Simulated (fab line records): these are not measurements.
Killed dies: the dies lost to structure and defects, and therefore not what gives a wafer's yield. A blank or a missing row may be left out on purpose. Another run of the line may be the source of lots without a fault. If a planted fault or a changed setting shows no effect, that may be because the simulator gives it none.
Chamber matching + flow nandHarc + NHARC_A_CONTACT_ETCH_90 on rieDiel-01 has 4 sister chambers
The step etches the open film in CH3F/O2, target depth 40 nm, time 85.7 s. 4 wafers are shown with their chamber, then 8 later ones without.

## EACH WAFER AND ITS CHAMBER
| wafer  | chamber | showerheadPlenumPTorr (Torr) |
|--------|---------|------------------------------|
| L083.4 | 3       | 2.55                         |
| L091.5 | 1       | 2.47                         |
| L091.6 | 0       | 2.27                         |
| L090.1 | 2       | 2.43                         |

## WAFERS WITHOUT THEIR CHAMBER
| wafer  | showerheadPlenumPTorr (Torr) |
|--------|------------------------------|
| L090.3 | 2.55                         |
| L090.5 | 2.55                         |
| L093.2 | 2.46                         |
| L093.3 | 2.55                         |
| L093.6 | 2.55                         |
| L092.1 | 2.54                         |
| L092.4 | 2.43                         |
| L092.6 | 2.54                         |

## EACH ONE'S CHAMBER
| wafer  | from the rows above | in truth |
|--------|---------------------|----------|
| L090.3 | 3                   | 3        |
| L090.5 | 3                   | 3        |
| L093.2 | 1                   | 1        |
| L093.3 | 3                   | 3        |
| L093.6 | 3                   | 3        |
| L092.1 | 3                   | 3        |
| L092.4 | 2                   | 2        |
| L092.6 | 3                   | 3        |
8 of 8 placed correctly. Not placeable from these rows: 0. Placed wrongly: 0.
How it was worked out, from the rows above alone: a wafer's distance from a chamber is the root of the sum, over the readings, of the square of ((its reading less the chamber's mean) divided by the reading's scatter). The wafer belongs to the nearest chamber; if the next one is less than 2 further off, it can't be placed. Each chamber's mean is taken over the wafers shown for it. The scatter: root of mean squared gap, hidden wafer to nearest shown wafer, with one shown wafer a chamber.
